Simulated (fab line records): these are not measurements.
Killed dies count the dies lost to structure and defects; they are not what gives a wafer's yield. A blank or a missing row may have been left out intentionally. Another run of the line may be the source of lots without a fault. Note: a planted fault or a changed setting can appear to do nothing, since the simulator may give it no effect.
Which tool is to blame? ; flow n5Finfet ; Sampling: 12 lots, 36 wafers, 3 of 1938 route steps

## WHAT THE GAUGES SHOWED, per wafer
N5_MOL_CONTACT_COAG_CD_MEAS_08 targets a cd of 28 nm.
lot;measured;on;cdNm (nm)
L075;day 4 19:16;cdSem-02;27.88 27.60 27.84
L077;day 5 11:30;cdSem-03;27.74 27.86 27.64
L079;day 5 21:19;cdSem-01;27.89 28.35 28.39
L081;day 6 14:11;cdSem-01;27.92 27.77 27.83
L083;day 6 22:52;cdSem-03;28.12 27.87 28.48
L085;day 7 18:48;cdSem-02;27.94 27.90 27.76
L087;day 8 00:14;cdSem-01;27.75 28.21 27.50
L088;day 8 16:02;cdSem-03;27.70 28.10 28.55
L091;day 8 20:29;cdSem-03;28.03 27.77 28.02
L093;day 9 12:29;cdSem-03;28.14 27.82 28.28
L095;day 10 02:10;cdSem-01;27.66 27.69 27.66
L097;day 10 12:26;cdSem-02;28.17 28.15 28.13

## WHICH TOOL RAN EACH LOT (tool, then ch and the chambers of the sampled wafers, then the start)
lot;N5_GATE_CUT_CUT_ETCH_53;N5_GATE_CUT_CUT_ETCH_55
L075;rieMetal-02 ch 0,1, day 4 15:59;rieMetal-02 ch 0,1, day 4 16:07
L077;rieMetal-02 ch 0,1, day 5 07:40;rieMetal-02 ch 0,1, day 5 07:47
L079;rieMetal-01 ch 0,1, day 5 18:03;rieMetal-01 ch 0,1, day 5 18:10
L081;rieMetal-03 ch 0,1, day 6 10:56;rieMetal-03 ch 0,1, day 6 11:02
L083;rieMetal-03 ch 0,1, day 6 19:04;rieMetal-03 ch 0,1, day 6 19:11
L085;rieMetal-01 ch 0,1, day 7 14:52;rieMetal-01 ch 0,1, day 7 14:59
L087;rieMetal-01 ch 0,1, day 7 20:53;rieMetal-01 ch 0,1, day 7 21:01
L088;rieMetal-02 ch 0, day 8 12:03;rieMetal-02 ch 0, day 8 12:10
L091;rieMetal-03 ch 0,1, day 8 16:55;rieMetal-03 ch 0,1, day 8 17:02
L093;rieMetal-02 ch 1, day 9 09:13;rieMetal-02 ch 1, day 9 09:20
L095;rieMetal-02 ch 0,1, day 9 22:23;rieMetal-02 ch 0,1, day 9 22:29
L097;rieMetal-01 ch 0,1, day 10 09:07;rieMetal-01 ch 0,1, day 10 09:14
- N5_GATE_CUT_CUT_ETCH_53: etches W in SF6/Cl2, target depth 79.2 nm.
- N5_GATE_CUT_CUT_ETCH_55: etches HfO2 in BCl3, target depth 3.2 nm.

## THE ANSWER, worked out from the rows above alone
Rule: the lots themselves supply what counts as usual. The widest of any qualifying gaps counts: lots, ordered by their means at a reading, are off when they make up no more than a third of the lots, leave a main group of 4 or more, and stand apart from it by 3 or more times the standard deviation of that group's means. The tables above print the reading to a certain number of digits; a main group whose means all agree to those digits is not used. A lot without any number at a reading at which 4 lots or more have one is off too. Any other lot the step has rows for is counted as sound.
No lot is off on any of the readings shown, so nothing can be concluded from this.

## WHAT HAD BEEN PUT IN BY THE SIMULATOR
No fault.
